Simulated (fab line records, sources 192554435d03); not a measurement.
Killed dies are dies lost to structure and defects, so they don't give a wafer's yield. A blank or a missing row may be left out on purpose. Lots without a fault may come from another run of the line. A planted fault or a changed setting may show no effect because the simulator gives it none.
fab line records | flow n5_finfet
record lots=7 wafers=21
route steps=1938 shown HKMG_FIN@402 MOL_CONTACT_COAG@559 BEOL_M0_SAQP@695 BEOL_M1@751 BEOL_M2@843 BEOL_M3@941
start_h: hours from the record's first day to the start of the lot's first wafer shown | wait_h: hours since the lot's step before | " the same as in the row above | L1.1+2: a row that stands for several wafers | - no value, or no start given | * or withheld: withheld | < > ~ a bound
route shown NAME@n: a module of which the file shows steps, and the number in the route of the first | usual: mean/standard deviation of fault-free wafers | same: alike in all rows | chamber/n: place in a boat | sites: the reading at each site | _std_site: their standard deviation | _edge_site: outer sites' mean less inner sites' | radius_mm: how far each site lies from the wafer's centre | mask NAME#n: copy n | behind: the tool/chamber that last shaped the wafer | hold: why the lot was held/for how many hours/how that ended | device: the transistor (n, p or np) that didn't switch | end of line: the same wafers' tests at the end of the route | a step without rows: its recipe alone | killed: dies lost to structure and defects at the first sort, not the wafer's yield | map: a wafer's dies, x killed, . not, _ none there
set.NAME: the setting as run; set.NAME@STEP: as run at that earlier step | model.NAME: the simulator's own value behind a step, which no gauge read
lots whose settings were changed on purpose; a table a step, a row a wafer
## steps
# step N5_HKMG_FIN_ETCH_54
# recipe chemistry=CF4 target=SiARC target_depth_a=455 mask_material=CAR-ArF time_s=75.8 ion_energy_ev=80 pressure_mtorr=40 source_w=545 bias_w=36 Ar_flow_sccm=100 cf4_flow_sccm=100 ends=cleared
# usual rf_vpp_V=184.0/1
# columns lot.wafer tool chamber start_h wait_h set.bias_w set.time_s@HKMG_FIN_DESCUM_53 rf_vpp_V model.CAR-ArF_of_HKMG_FIN_COAT_43.thk_nm
L074.3 rie_diel-05 3 75.61 0.0 36 7.9 182.8 50.8
L074.4 " 3 " " 36 7.9 183.6 51
L074.5 " 2 " " 36 7.058 182.6 51.2
L076.1 rie_diel-05 0 82.87 0.0 36 8.832 183.8 50.4
L076.4 " 0 " " 36 7.9 183.0 51
L076.6 " 2 " " 36 8.832 182.3 50.2
L082.1 rie_diel-03 3 126.50 0.0 36 7.9 186.6 50.8
L082.3 " 1 " " 36 7.9 184.2 50.8
L082.6 " 1 " " 36 7.059 183.4 51.2
L088.2 rie_diel-06 3 159.58 0.0 38.3 7.9 191.2 51
L088.4 " 0 " " 36 7.9 184.3 50.8
L088.6 " 2 " " 38.3 7.9 188.8 50.6
L089.1 rie_diel-06 0 163.35 0.0 36 7.9 184.2 50.8
L089.2 " 2 " " 36 7.9 183.4 51.4
L089.6 " 2 " " 36 7.9 183.9 51.2
L091.2 rie_diel-06 0 175.37 0.0 36 9.645 185.3 49.6
L091.4 " 1 " " 41.03 7.9 198.8 51.2
L091.6 " 0 " " 41.03 7.9 200.4 51
L094.1 rie_diel-05 1 191.85 0.0 36 9.296 184.6 50.2
L094.2 " 3 " " 36 7.9 184.5 51.2
L094.6 " 0 " " 36 9.296 182.7 50
# step N5_MOL_CONTACT_COAG_ALD_27
# recipe material=SiOC target_thk_a=170 temp_c=400 ald_precursor_family=carbosiloxane ald_co_reactant=H2-plasma pulse_time_s=1.5 time_s=2720 purge_time_s=2 co_reactant_purge_time_s=2 ald_cycles=340 pressure_torr=2
# columns lot.wafer tool chamber start_h wait_h set.time_s model.SiOC_of_MOL_CONTACT_COAG_ALD_27.thk_nm
L076.1+6 ald_sin-02 0 106.92 1.5 2370 15
L076.4 " 3 " " 2720 17.2
L074.3 ald_sin-01 2 119.05 0.5 2720 17.2
L074.4+5 " 1 " " 3152 17
L082.1 ald_sin-02 1 148.99 0.0 2720 17.2
L082.3 " 2 " " 2720 17
L082.6 " 0 " " 2430 15.2
L088.2 ald_sin-03 1 181.33 0.1 2720 17.2
L088.4+6 " 0 " " 2720 17
L089.1+2+6 ald_sin-01 0,1,3 185.90 1.4 2720 17
L091.2 ald_sin-02 1 198.91 0.0 2521 15.8
L091.4+6 " 0,1 " " 2720 17
L094.1+2 ald_sin-03 2,3 214.22 0.0 2720 17
L094.6 " 1 " " 3110 17
# step N5_MOL_CONTACT_COAG_VIA_ETCH_117
# recipe chemistry=C4F6/O2 target_depth_a=400 overetch_a=80 mask_material=SOC target=SiO2 bias_w=455 pressure_mtorr=10 time_s=26 source_w=325 Ar_flow_sccm=300 C4F6_flow_sccm=10 O2_flow_sccm=10 ion_energy_ev=575.3 ends=end_point
# usual rf_vpp_V=1581/38
# columns lot.wafer tool chamber start_h wait_h set.bias_w rf_vpp_V
L076.1 rie_diel-06 3 113.37 0.0 495.4 1673
L076.4 " 0 " " 495.4 1641
L076.6 " 3 " " 455 1571
L074.3 rie_diel-06 1 125.21 0.0 455 1571
L074.4 " 2 " " 410.9 1432
L074.5 " 1 " " 455 1573
L082.1 rie_diel-05 0 154.96 0.0 455 1569
L082.3 " 3 " " 527 1761
L082.6 " 2 " " 527 1689
L088.2 rie_diel-05 0 187.41 0.0 413.8 1459
L088.4 " 2 " " 455 1515
L088.6 " 3 " " 413.8 1470
L089.1 rie_diel-03 0 191.16 0.0 455 1621
L089.2 " 1 " " 455 1582
L089.6 " 0 " " 455 1621
L091.2 rie_diel-06 3 203.62 0.0 416.8 1470
L091.4 " 2 " " 416.8 1448
L091.6 " 2 " " 416.8 1449
L094.1 rie_diel-05 1 219.47 0.0 455 1633
L094.2 " 0 " " 455 1567
L094.6 " 0 " " 455 1568
# step N5_BEOL_M0_SAQP_CUT_ETCH_46
# recipe chemistry=N2/H2 target=SOC target_depth_a=1350 overetch_a=270 temp_c=40 time_s=202.5 ion_energy_ev=200 mask_material=SiARC pressure_mtorr=30 source_w=840 bias_w=150 n2_flow_sccm=200 h2_flow_sccm=200
# usual rf_vpp_V=523.7/2.6
# columns lot.wafer tool chamber start_h wait_h set.source_w rf_vpp_V
L076.1 rie_diel-02 1 125.21 0.0 840 524.4
L076.4 " 0 " " 905.8 511.6
L076.6 " 1 " " 840 524.4
L074.3 rie_diel-04 2 137.15 0.0 790.7 531.3
L074.4 " 2 " " 840 520.0
L074.5 " 3 " " 790.7 532.3
L082.1 rie_diel-04 3 164.92 0.0 840 520.4
L082.3 " 0 " " 733.7 551.7
L082.6 " 2 " " 840 519.2
L088.2 rie_diel-02 2 199.20 0.0 986.2 499.9
L088.4 " 3 " " 986.2 497.5
L088.6 " 1 " " 840 524.6
L089.1 rie_diel-04 0 203.72 0.0 840 527.6
L089.2 " 2 " " 840 520.1
L089.6 " 3 " " 840 520.9
L091.2 rie_diel-04 3 214.74 0.0 840 520.6
L091.4 " 2 " " 840 519.8
L091.6 " 3 " " 840 521.1
L094.1 rie_diel-04 0 230.12 0.0 840 525.6
L094.2 " 1 " " 794.9 535.8
L094.6 " 3 " " 840 522.1
# step N5_BEOL_M1_ILD_DEP_00
# recipe material=SiOC target_thk_a=790 temp_c=350 precursor=DEMS/O2 pressure_torr=5 rf_w=500 time_s=15.3
# columns lot.wafer tool chamber start_h wait_h set.time_s model.SiOC_of_BEOL_M1_ILD_DEP_00.thk_nm
L076.1 pecvd-02 1 131.23 0.0 15.3 76
L076.4 " 0 " " 16.72 86
L076.6 " 1 " " 16.72 84.2
L074.3 pecvd-01 0 148.76 0.1 16.33 86.4
L074.4 " 2 " " 15.3 80.6
L074.5 " 0 " " 15.3 81.4
L082.1 pecvd-01 1 173.58 0.0 17.26 89.4
L082.3 " 0 " " 15.3 79.8
L082.6 " 2 " " 15.3 81.8
L088.2 pecvd-01 2 204.17 0.0 15.3 79
L088.4 " 0 " " 15.3 81.4
L088.6 " 1 " " 15.3 81
L089.1 pecvd-01 2 212.25 0.0 15.3 79.4
L089.2 " 1 " " 15.3 79.8
L089.6 " 0 " " 15.3 81.6
L091.2 pecvd-01 1 223.04 0.0 15.3 79.8
L091.4 " 1 " " 14.57 76.6
L091.6 " 2 " " 14.57 75.4
L094.1 pecvd-02 1 239.30 0.0 14.69 75.2
L094.2 " 0 " " 14.69 75
L094.6 " 2 " " 15.3 80.8
# step N5_BEOL_M1_THK_MEAS_01
# recipe reads=SiOC_of_BEOL_M1_ILD_DEP_00
# usual M1_ILD_THK=79.5/1.3
# columns lot.wafer tool chamber start_h wait_h set.time_s@BEOL_M1_ILD_DEP_00 M1_ILD_THK[nm]
L076.1 film_metro-02 - 131.30 0.0 15.3 75.9
L076.4 " - " " 16.72 86.1
L076.6 " - " " 16.72 84.3
L074.3 film_metro-01 - 148.84 0.1 16.33 86.4
L074.4 " - " " 15.3 80.6
L074.5 " - " " 15.3 81.3
L082.1 film_metro-01 - 173.65 0.0 17.26 89.4
L082.3 " - " " 15.3 79.7
L082.6 " - " " 15.3 81.9
L088.2 film_metro-01 - 204.23 0.1 15.3 79.1
L088.4 " - " " 15.3 81.4
L088.6 " - " " 15.3 80.9
L089.1 film_metro-01 - 212.32 0.0 15.3 79.4
L089.2 " - " " 15.3 79.8
L089.6 " - " " 15.3 81.7
L091.2 film_metro-01 - 223.11 0.1 15.3 79.9
L091.4 " - " " 14.57 76.7
L091.6 " - " " 14.57 75.5
L094.1 film_metro-02 - 239.36 0.0 14.69 75.1
L094.2 " - " " 14.69 75.1
L094.6 " - " " 15.3 80.8
# step N5_BEOL_M1_PECVD_72
# recipe material=SiO2 target_thk_a=160 temp_c=400 precursor=TEOS/O2 pressure_torr=5.5 rf_w=450 teos_flow_sccm=53.8 gas=O2 flow_sccm=3000 time_s=18
# columns lot.wafer tool chamber start_h wait_h set.time_s model.SiO2_of_BEOL_M1_PECVD_72.thk_nm
L076.1 pecvd-01 0 131.34 0.0 19.35 17.2
L076.4 " 0 " " 18 16.4
L076.6 " 0 " " 19.35 17.6
L074.3 pecvd-03 1 148.90 0.1 18 16.2
L074.4+5 " 2,1 " " 19.73 17.6
L082.1 pecvd-02 1 173.68 0.0 18 15.8
L082.3 " 0 " " 18 16
L082.6 " 2 " " 18.87 17
L088.2+6 pecvd-03 2,0 204.27 0.0 19.6 17.2
L088.4 " 1 " " 19.6 17.4
L089.1+2 pecvd-03 2,0 212.36 0.0 18 16
L089.6 " 0 " " 18 16.4
L091.2 pecvd-03 1 223.15 0.0 18 15.8
L091.4 " 1 " " 18.68 16.8
L091.6 " 0 " " 18 16.4
L094.1 pecvd-03 0 239.40 0.0 18 15.8
L094.2 " 1 " " 16.79 14.6
L094.6 " 0 " " 16.79 15
# step N5_BEOL_M1_ALD_84
# recipe material=TaN target_thk_a=* temp_c=275 ald_precursor_family=PDMAT ald_co_reactant=NH3 pressure_torr=3 carrier_flow_sccm=1500 pulse_time_s=2 purge_time_s=3 co_reactant_purge_time_s=2 co_reactant_pulse_time_s=3 ald_cycles=30 precursor_vessel_temp_c=75 precursor_vessel_pressure_torr=26.25 precursor_vessel_carrier_sccm=1000
# columns lot.wafer tool chamber start_h wait_h set.ald_cycles model.TaN_of_BEOL_M1_ALD_84.thk_nm
L076.1+4+6 ald_metal-04 0,2,1 144.44 0.0 28 *
L074.3+4+5 ald_metal-01 1,3,0 156.47 0.1 35 *
L082.1+3 ald_metal-01 0,1 177.20 0.0 27 *
L082.6 " 2 " " 30 *
L088.2 ald_metal-03 1 215.53 0.0 34 *
L088.4+6 " 2,1 " " 30 *
L089.1+2+6 ald_metal-03 2,0,1 218.13 0.0 30 *
L091.2+6 ald_metal-03 1,2 227.19 0.0 30 *
L091.4 " 3 " " 32 *
L094.1 ald_metal-04 3 245.19 0.0 26 *
L094.2 " 0 " " 30 *
L094.6 " 0 " " 26 *
# step N5_BEOL_M2_PECVD_72
# recipe material=SiO2 target_thk_a=160 temp_c=400 precursor=TEOS/O2 pressure_torr=5.5 rf_w=450 teos_flow_sccm=53.8 gas=O2 flow_sccm=3000 time_s=18
# columns lot.wafer tool chamber start_h wait_h set.temp_c model.SiO2_of_BEOL_M2_PECVD_72.thk_nm
L076.1 pecvd-04 2 147.95 0.0 400 15.6
L076.4 " 1 " " 387 17.4
L076.6 " 2 " " 387 17
L074.3 pecvd-04 2 160.12 0.0 387.3 17.2
L074.4 " 2 " " 400 16
L074.5 " 0 " " 400 16.4
L082.1 pecvd-04 1 180.71 0.0 393.5 17
L082.3 " 2 " " 400 15.8
L082.6 " 0 " " 393.5 16.8
L088.2 pecvd-01 0 221.02 0.0 400 15.8
L088.4 " 1 " " 386.3 17.6
L088.6 " 2 " " 400 16
L089.1 pecvd-02 0 221.65 0.0 400 15.6
L089.2 " 2 " " 400 16
L089.6 " 1 " " 400 16.4
L091.2 pecvd-01 0 230.72 0.0 400 15.4
L091.4 " 1 " " 400 15.8
L091.6 " 0 " " 400 15.6
L094.1 pecvd-02 1 248.71 0.0 400 16.2
L094.2 " 0 " " 400 15.6
L094.6 " 0 " " 400 15.8
# step N5_BEOL_M2_HM_DEP_02
# recipe material=TiN target_thk_a=200 temp_c=25 chamber_pressure_pa=0.49996
# step N5_BEOL_M2_COAT_61
# recipe resist=SOC temp_c=250 time_s=60 spin_rpm=1500 resist_thk_nm=60
# step N5_BEOL_M2_STRIP_97
# recipe chemistry=N2/H2 time_s=10 power_w=450 temp_c=40 pressure_mtorr=20 rf_frequency_hz=6e+07 bias_power_w=7 n2_flow_sccm=200 h2_flow_sccm=200
# step N5_BEOL_M2_HM_STRIP_39
# recipe chemistry=peroxide_tin_strip material=TiN target_depth_a=250 temp_c=50 time_s=158
# columns lot.wafer tool chamber start_h wait_h set.temp_c@BEOL_M2_PECVD_72 model.SiO2_of_BEOL_M2_PECVD_72.thk_nm
L076.1 wet_bench-05 0 151.16 0.0 400 15.4
L076.4 " 3 " " 387 17.2
L076.6 " 6 " " 387 16.8
L074.3 wet_bench-02 3 164.83 0.0 387.3 17
L074.4 " 0 " " 400 15.8
L074.5 " 7 " " 400 16.2
L082.1 wet_bench-02 2 185.52 0.0 393.5 17
L082.3 " 3 " " 400 15.6
L082.6 " 4 " " 393.5 16.6
L088.2 wet_bench-03 4 229.45 0.0 400 15.6
L088.4 " 7 " " 386.3 17.6
L088.6 " 6 " " 400 15.8
L089.1 wet_bench-05 0 234.53 0.0 400 15.6
L089.2 " 2 " " 400 15.8
L089.6 " 5 " " 400 16.2
L091.2 wet_bench-05 4 244.70 0.0 400 15.2
L091.4 " 3 " " 400 15.8
L091.6 " 2 " " 400 15.6
L094.1 wet_bench-05 0 261.06 0.0 400 16
L094.2 " 1 " " 400 15.4
L094.6 " 6 " " 400 15.8
# step N5_BEOL_M3_EXPOSE_08
# recipe mask_id=M3 na=0.33 source_shape=dipole sigma_inner=0.369 sigma_outer=0.767 polarization=unpolarized dose_mj=33
# columns lot.wafer tool chamber start_h wait_h mask set.dose_mj
L076.1+6 euv_scanner-01 0 159.25 - M3#0 33
L076.4 " 0 " " M3#0 35.37
L074.3+4 euv_scanner-02 0 170.16 - M3#0 30.62
L074.5 " 0 " " M3#0 33
L082.1+3+6 euv_scanner-01 0 194.50 - M3#0 33
L088.2+6 euv_scanner-01 0 234.29 - M3#0 33
L088.4 " 0 " " M3#0 32.25
L089.1+2+6 euv_scanner-02 0 241.73 - M3#0 33
L091.2+4+6 euv_scanner-02 0 248.88 - M3#0 33
L094.1 euv_scanner-01 0 267.38 - M3#0 33
L094.2+6 " 0 " " M3#0 34.04
# step N5_BEOL_M3_PEB_09
# recipe peb_temp_c=100 peb_time_s=60 resist=CAR-EUV
# step N5_BEOL_M3_DEVELOP_10
# recipe develop_time_s=30 developer=TMAH resist=CAR-EUV rinse_liquid=surfactant_rinse dry=air_spin dev_temp_c=23
# step N5_BEOL_M3_CD_MEAS_11
# recipe target_cd_nm=17.05 landing_energy_ev=500 detector=se_inlens polarity=opening
# usual cd_nm=17.09/0.24
# columns lot.wafer tool chamber start_h wait_h set.dose_mj@BEOL_M3_EXPOSE_08 cd_nm
L076.1 cd_sem-03 0 159.38 - 33 16.92
L076.4 " 0 " " 35.37 18.35
L076.6 " 0 " " 33 17.02
L074.3 cd_sem-03 0 170.28 - 30.62 15.56
L074.4 " 0 " " 30.62 15.46
L074.5 " 0 " " 33 16.90
L082.1 cd_sem-03 0 194.63 - 33 17.33
L082.3 " 0 " " 33 17.18
L082.6 " 0 " " 33 17.10
L088.2 cd_sem-01 0 234.41 - 33 17.14
L088.4 " 0 " " 32.25 16.39
L088.6 " 0 " " 33 16.62
L089.1 cd_sem-02 0 241.86 - 33 17.13
L089.2 " 0 " " 33 17.15
L089.6 " 0 " " 33 17.15
L091.2 cd_sem-03 0 249.00 - 33 17.44
L091.4 " 0 " " 33 17.03
L091.6 " 0 " " 33 17.28
L094.1 cd_sem-01 0 267.50 - 33 16.99
L094.2 " 0 " " 34.04 17.84
L094.6 " 0 " " 34.04 17.85
# step N5_BEOL_M3_DESCUM_16
# recipe chemistry=O2 time_s=7 source_power_w=50 bias_power_w=20 pressure_mtorr=20 rf_frequency_hz=2.712e+07 temp_c=40 resist=CAR-EUV o2_flow_sccm=225
# step N5_BEOL_M3_ETCH_74
# recipe chemistry=N2/H2 target=underlayer target_depth_a=65 mask_material=CAR-EUV time_s=5.2 ion_energy_ev=200 pressure_mtorr=30 source_w=840 bias_w=150 n2_flow_sccm=200 h2_flow_sccm=200 ends=cleared
# columns lot.wafer tool chamber start_h wait_h set.dose_mj@BEOL_M3_EXPOSE_08 model.BEOL_M3.cd_offset_nm
L076.1 rie_diel-04 0 159.54 0.0 33 -0.2
L076.4 " 2 " " 35.37 1
L076.6 " 3 " " 33 -0.4
L074.3 rie_diel-01 3 170.52 0.0 30.62 -1.4
L074.4 " 2 " " 30.62 -1.2
L074.5 " 3 " " 33 0.2
L082.1 rie_diel-01 3 194.78 0.0 33 -0.2
L082.3 " 1 " " 33 0.2
L082.6 " 1 " " 33 0
L088.2+6 rie_diel-01 0,1 234.56 0.0 33 -0.2
L088.4 " 3 " " 32.25 -0.6
L089.1 rie_diel-04 3 242.02 0.0 33 -0.4
L089.2 " 1 " " 33 0
L089.6 " 0 " " 33 -0.2
L091.2+4+6 rie_diel-02 2,1,1 249.15 0.0 33 0
L094.1 rie_diel-01 2 267.66 0.0 33 -0.2
L094.2 " 3 " " 34.04 0.8
L094.6 " 2 " " 34.04 0.6
# step N5_BEOL_M3_ETCH_63
# recipe chemistry=CF4 target=SiARC target_depth_a=156 mask_material=CAR-EUV time_s=26 ion_energy_ev=80 pressure_mtorr=40 source_w=545 bias_w=36 Ar_flow_sccm=100 cf4_flow_sccm=100 ends=cleared
# columns lot.wafer tool chamber start_h wait_h set.dose_mj@BEOL_M3_EXPOSE_08 model.BEOL_M3.cd_offset_nm
L076.1 rie_diel-04 0 159.55 0.0 33 -0.2
L076.4 " 2 " " 35.37 1
L076.6 " 3 " " 33 -0.4
L074.3+4 rie_diel-01 3,2 170.54 0.0 30.62 -1.2
L074.5 " 3 " " 33 0.4
L082.1 rie_diel-01 3 194.80 0.0 33 -0.2
L082.3+6 " 1 " " 33 0.2
L088.2 rie_diel-01 0 234.58 0.0 33 -0.2
L088.4 " 3 " " 32.25 -0.4
L088.6 " 1 " " 33 0
L089.1+6 rie_diel-04 3,0 242.03 0.0 33 -0.4
L089.2 " 1 " " 33 0
L091.2 rie_diel-02 2 249.17 0.0 33 0.2
L091.4 " 1 " " 33 0
L091.6 " 1 " " 33 -0.2
L094.1 rie_diel-01 2 267.68 0.0 33 0
L094.2 " 3 " " 34.04 1
L094.6 " 2 " " 34.04 0.8
# step N5_BEOL_M3_ETCH_64
# recipe chemistry=N2/H2 target=SOC target_depth_a=750 overetch_a=150 mask_material=SiARC temp_c=40 time_s=112.5 ion_energy_ev=200 pressure_mtorr=30 source_w=840 bias_w=150 n2_flow_sccm=200 h2_flow_sccm=200
# usual rf_vpp_V=523.7/2.3
# columns lot.wafer tool chamber start_h wait_h set.bias_w set.dose_mj@BEOL_M3_EXPOSE_08 rf_vpp_V model.BEOL_M3.cd_offset_nm model.SiARC_of_BEOL_M3_COAT_62.thk_nm
L076.1 rie_diel-04 0 159.58 0.0 124.6 33 468.5 0.2 7.8
L076.4 " 2 " " 150 35.37 522.2 1 7
L076.6 " 3 " " 124.6 33 462.5 0.2 7.8
L074.3 rie_diel-01 3 170.57 0.0 150 30.62 524.0 -1.6 7
L074.4 " 2 " " 172.2 30.62 568.7 -1.4 5.6
L074.5 " 3 " " 172.2 33 570.2 0.2 6.2
L082.1 rie_diel-01 3 194.83 0.0 150 33 524.0 -0.4 7.2
L082.3 " 1 " " 150 33 525.4 0 7.2
L082.6 " 1 " " 150 33 525.2 0 7.2
L088.2 rie_diel-01 0 234.61 0.0 134.1 33 485.8 0 7.2
L088.4 " 3 " " 150 32.25 524.6 -0.8 7.2
L088.6 " 1 " " 150 33 524.6 -0.2 7.2
L089.1 rie_diel-04 3 242.06 0.0 150 33 520.7 0 6.6
L089.2 " 1 " " 150 33 523.8 0 6.6
L089.6 " 0 " " 150 33 527.4 -0.2 6.8
L091.2 rie_diel-02 2 249.20 0.0 131.8 33 485.6 0.6 7.6
L091.4 " 1 " " 131.8 33 482.8 0 7.6
L091.6 " 1 " " 150 33 523.1 0 6.6
L094.1 rie_diel-01 2 267.71 0.0 173.4 33 571.8 0 5.8
L094.2 " 3 " " 150 34.04 523.3 1 7.2
L094.6 " 2 " " 173.4 34.04 572.4 0.6 5.8
# step N5_BEOL_M3_STRIP_65
# recipe chemistry=N2/H2 temp_c=40 n2_flow_sccm=200 h2_flow_sccm=200 rf_frequency_hz=6e+07
# step N5_BEOL_M3_STRIP_75
# recipe chemistry=N2/H2 temp_c=40 n2_flow_sccm=200 h2_flow_sccm=200 rf_frequency_hz=6e+07
# step N5_BEOL_M3_STRIP_66
# recipe chemistry=CF4 resist=SiARC power_w=300 bias_power_w=75 pressure_mtorr=50 cf4_flow_sccm=150 rf_frequency_hz=6e+07
# step N5_BEOL_M3_HM_OPEN_17
# recipe chemistry=Cl2/BCl3 target_depth_a=200 overetch_a=60 target=TiN mask_material=SOC ion_energy_ev=150 pressure_mtorr=10 icp_w=1000 bias_w=126 Cl2_flow_sccm=53.25 bcl3_flow_sccm=21.75 Ar_flow_sccm=25
# columns lot.wafer tool chamber start_h wait_h set.dose_mj@BEOL_M3_EXPOSE_08 model.BEOL_M3.cd_offset_nm
L076.1+6 rie_metal-01 1,0 159.75 0.0 33 0.2
L076.4 " 0 " " 35.37 1
L074.3 rie_metal-01 1 170.77 0.1 30.62 -1.4
L074.4 " 0 " " 30.62 -1.6
L074.5 " 0 " " 33 0
L082.1 rie_metal-03 1 195.00 0.0 33 -0.4
L082.3 " 0 " " 33 0.2
L082.6 " 0 " " 33 0
L088.2 rie_metal-03 0 234.78 0.0 33 0
L088.4 " 1 " " 32.25 -0.8
L088.6 " 1 " " 33 -0.2
L089.1+6 rie_metal-01 0,1 242.23 0.0 33 -0.2
L089.2 " 1 " " 33 0
L091.2 rie_metal-02 0 249.37 0.0 33 0.6
L091.4 " 0 " " 33 0.2
L091.6 " 0 " " 33 0
L094.1 rie_metal-03 1 267.87 0.0 33 0
L094.2 " 0 " " 34.04 1
L094.6 " 0 " " 34.04 0.4
## key
split step=N5_HKMG_FIN_ETCH_54 setting=bias_w stated=36 by=wafer
response step=N5_HKMG_FIN_ETCH_54 reading=rf_vpp_V change=+1 per=1% r=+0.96
split step=N5_MOL_CONTACT_COAG_ALD_27 setting=time_s stated=2720 by=wafer
response step=N5_MOL_CONTACT_COAG_ALD_27 reading=model.SiOC_of_MOL_CONTACT_COAG_ALD_27.thk_nm shape=bent at_lowest=15 at_stated=17.06 at_highest=17
split step=N5_MOL_CONTACT_COAG_VIA_ETCH_117 setting=bias_w stated=455 by=wafer
response step=N5_MOL_CONTACT_COAG_VIA_ETCH_117 reading=rf_vpp_V change=+9.99 per=1% r=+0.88
split step=N5_BEOL_M0_SAQP_CUT_ETCH_46 setting=source_w stated=840 by=wafer
response step=N5_BEOL_M0_SAQP_CUT_ETCH_46 reading=rf_vpp_V change=-1.85 per=1% r=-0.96
split step=N5_BEOL_M1_ILD_DEP_00 setting=time_s stated=15.3 by=wafer
response step=N5_BEOL_M1_ILD_DEP_00 reading=model.SiOC_of_BEOL_M1_ILD_DEP_00.thk_nm change=+0.813 per=1% r=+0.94
response step=N5_BEOL_M1_THK_MEAS_01 reading=M1_ILD_THK change=+0.82 per=1% r=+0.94
split step=N5_BEOL_M1_PECVD_72 setting=time_s stated=18 by=wafer
response step=N5_BEOL_M1_PECVD_72 reading=model.SiO2_of_BEOL_M1_PECVD_72.thk_nm change=+0.154 per=1% r=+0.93
split step=N5_BEOL_M1_ALD_84 setting=ald_cycles stated=30 by=wafer
response step=N5_BEOL_M1_ALD_84 reading=model.TaN_of_BEOL_M1_ALD_84.thk_nm change=* per=1% r=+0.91
split step=N5_BEOL_M2_PECVD_72 setting=temp_c stated=400 by=wafer
response step=N5_BEOL_M2_PECVD_72 reading=model.SiO2_of_BEOL_M2_PECVD_72.thk_nm change=-0.457 per=1% r=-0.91
response step=N5_BEOL_M2_HM_STRIP_39 reading=model.SiO2_of_BEOL_M2_PECVD_72.thk_nm change=-0.481 per=1% r=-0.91
split step=N5_BEOL_M3_EXPOSE_08 setting=dose_mj stated=33 by=wafer
response step=N5_BEOL_M3_CD_MEAS_11 reading=cd_nm change=+0.2 per=1% r=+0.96
response step=N5_BEOL_M3_ETCH_74 reading=model.BEOL_M3.cd_offset_nm change=+0.201 per=1% r=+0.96
response step=N5_BEOL_M3_ETCH_63 reading=model.BEOL_M3.cd_offset_nm change=+0.206 per=1% r=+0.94
response step=N5_BEOL_M3_ETCH_64 reading=model.BEOL_M3.cd_offset_nm change=+0.186 per=1% r=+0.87
response step=N5_BEOL_M3_HM_OPEN_17 reading=model.BEOL_M3.cd_offset_nm change=+0.172 per=1% r=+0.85
split step=N5_BEOL_M3_ETCH_64 setting=bias_w stated=150 by=wafer
response step=N5_BEOL_M3_ETCH_64 reading=rf_vpp_V change=+3.25 per=1% r=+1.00
response step=N5_BEOL_M3_ETCH_64 reading=model.SiARC_of_BEOL_M3_COAT_62.thk_nm change=-0.0632 per=1% r=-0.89
split outside_this_file step=N5_HKMG_FIN_DESCUM_53 setting=time_s
# split outside_this_file: this setting was split too, and the file shows its column; the key of that split is in another file
